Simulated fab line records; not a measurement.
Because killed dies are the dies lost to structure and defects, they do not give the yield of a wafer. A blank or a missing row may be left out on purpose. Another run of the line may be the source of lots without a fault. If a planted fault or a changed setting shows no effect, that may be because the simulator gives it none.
Split-lot experiment ; flow n5-finfet ; route with 1938 steps; 7 lots, 39 wafers read

THE SPLIT
At N5_GATE_CUT_ALD_22 (deposits SiNx, target thk 16 nm, pulse time 1 s, ald cycles 320), the setting ald-cycles was moved away from the recipe's 320 on 12 of the 39 wafers read, by -49.7% to +58.4%. All remaining wafers had this setting at the recipe value.

The split's own step is where the reading is taken.

THE READING
SiNx_of_GATE_CUT_ALD_22.thk-nm (the simulator's own value, which no gauge read), in nm, at N5_GATE_CUT_ALD_22 (deposits SiNx, target thk 16 nm, pulse time 1 s, ald cycles 320). The file does not state a usual value for it. Across the 27 wafers here that went through the recipe, the average is 16.0 nm and the standard deviation 0.1 nm.

wafer;tool, chamber at the split;ald-cycles as run;against the recipe;SiNx_of_GATE_CUT_ALD_22.thk-nm, nm;against lot-mates on the recipe
L075.1;ald-sin-01, 0,2;432;+35.0%;21.6;+5.6
L075.3;ald-sin-01, 0,2;432;+35.0%;21.6;+5.6
L075.2;ald-sin-01, 3;320;recipe;15.8;-
L075.4;ald-sin-01, 1;432;+35.0%;21.4;+5.4
L075.5;ald-sin-01, 3;320;recipe;16;-
L075.6;ald-sin-01, 2;320;recipe;16.2;-
L076.1;ald-sin-01, 1,3;320;recipe;15.8;-
L076.3;ald-sin-01, 1,3;320;recipe;15.8;-
L076.2;ald-sin-01, 2,0,2,1;320;recipe;16;-
L076.4;ald-sin-01, 2,0,2,1;320;recipe;16;-
L076.5;ald-sin-01, 2,0,2,1;320;recipe;16;-
L076.6;ald-sin-01, 2,0,2,1;320;recipe;16;-
L079.4;ald-sin-03, 2,1,0;320;recipe;16;-
L079.5;ald-sin-03, 2,1,0;320;recipe;16;-
L079.6;ald-sin-03, 2,1,0;320;recipe;16;-
L086.1;ald-sin-02, 1,0,3;320;recipe;16;-
L086.2;ald-sin-02, 1,0,3;320;recipe;16;-
L086.3;ald-sin-02, 1,0,3;320;recipe;16;-
L086.4;ald-sin-02, 2,1;430;+34.4%;21.4;+5.4
L086.5;ald-sin-02, 2,1;430;+34.4%;21.4;+5.4
L086.6;ald-sin-02, 0;430;+34.4%;21.6;+5.6
L088.1;ald-sin-01, 0,3,1,3;320;recipe;16;-
L088.3;ald-sin-01, 0,3,1,3;320;recipe;16;-
L088.4;ald-sin-01, 0,3,1,3;320;recipe;16;-
L088.6;ald-sin-01, 0,3,1,3;320;recipe;16;-
L088.2;ald-sin-01, 2;320;recipe;16.2;-
L088.5;ald-sin-01, 2;320;recipe;16.2;-
L092.1;ald-sin-02, 2,0,3;161;-49.7%;8;-7.9
L092.3;ald-sin-02, 2,0,3;161;-49.7%;8;-7.9
L092.4;ald-sin-02, 2,0,3;161;-49.7%;8;-7.9
L092.2;ald-sin-02, 3;320;recipe;15.8;-
L092.5;ald-sin-02, 0,2;320;recipe;16;-
L092.6;ald-sin-02, 0,2;320;recipe;16;-
L096.1;ald-sin-01, 1,3,3;320;recipe;16;-
L096.3;ald-sin-01, 1,3,3;320;recipe;16;-
L096.6;ald-sin-01, 1,3,3;320;recipe;16;-
L096.2;ald-sin-01, 2,0,2;507;+58.4%;25.4;+9.4
L096.4;ald-sin-01, 2,0,2;507;+58.4%;25.4;+9.4
L096.5;ald-sin-01, 2,0,2;507;+58.4%;25.4;+9.4
When a row names more than one chamber, that row covers several wafers, and the file does not tell which wafer ran in which chamber.

FIT RESULTS
A straight line over all 39 wafers: SiNx_of_GATE_CUT_ALD_22.thk-nm changes by +0.16 nm for each +1% of ald-cycles; r = +1.00; the points scatter about the line by 0.098 nm.
The same after taking each lot's own level away (the mean of its wafers on the recipe; 39 wafers): +0.16 nm for each +1%; r = +1.00; scatter 0.089 nm.
On that fit, the largest move of ald-cycles shifts the reading by 9.3 nm.
Across the lots, their own levels run from 15.93 to 16.07 nm, a range of 1.3 times the standard deviation given above.
So the lot-to-lot level changes the slope little: the two slopes agree.
Check: for one of the wafers moved furthest among these (+58.4%), held out of the fit, the line's prediction against its lot-mates is +9.33 nm. Against them it came out at +9.4 nm.

OTHER SPLITS APPLIED TO THESE WAFERS
Before the reading, these wafers also passed through other splits. Each is held against what the fit with the lots' levels taken away leaves over:
other split on the same wafers;wafers away from the commonest value;r with SiNx_of_GATE_CUT_ALD_22.thk-nm (lot level and that fit taken away)
N5_FIN_SAQP_ALD_61 ald-cycles;15;-0.12
N5_FIN_SAQP_PECVD_06 time-s;15;-0.24
N5_SD_EPI_P_ETCH_16 target-depth-a;12;+0.24

THE WHOLE CHAIN: every reading that the file lists as answering this split, in the file's order
step;what it does;reading;change (the file's fit);r (the file's)
N5_GATE_CUT_ALD_22;deposits SiNx, target thk 16 nm, pulse time 1 s, ald cycles 320;SiNx_of_GATE_CUT_ALD_22.thk-nm (the simulator's own value, which no gauge read);+0.16 nm for each +1% of the setting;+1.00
N5_GATE_CUT_CMP_23;polishes, stops on SiO2, t overpolish 23.4 s, target thk 16 nm;time-to-endpoint-s;withheld for each +1% of the setting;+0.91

THE FILE'S OWN FIT
SiNx_of_GATE_CUT_ALD_22.thk-nm changes by +0.16 nm for each +1% of ald-cycles, r = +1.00.
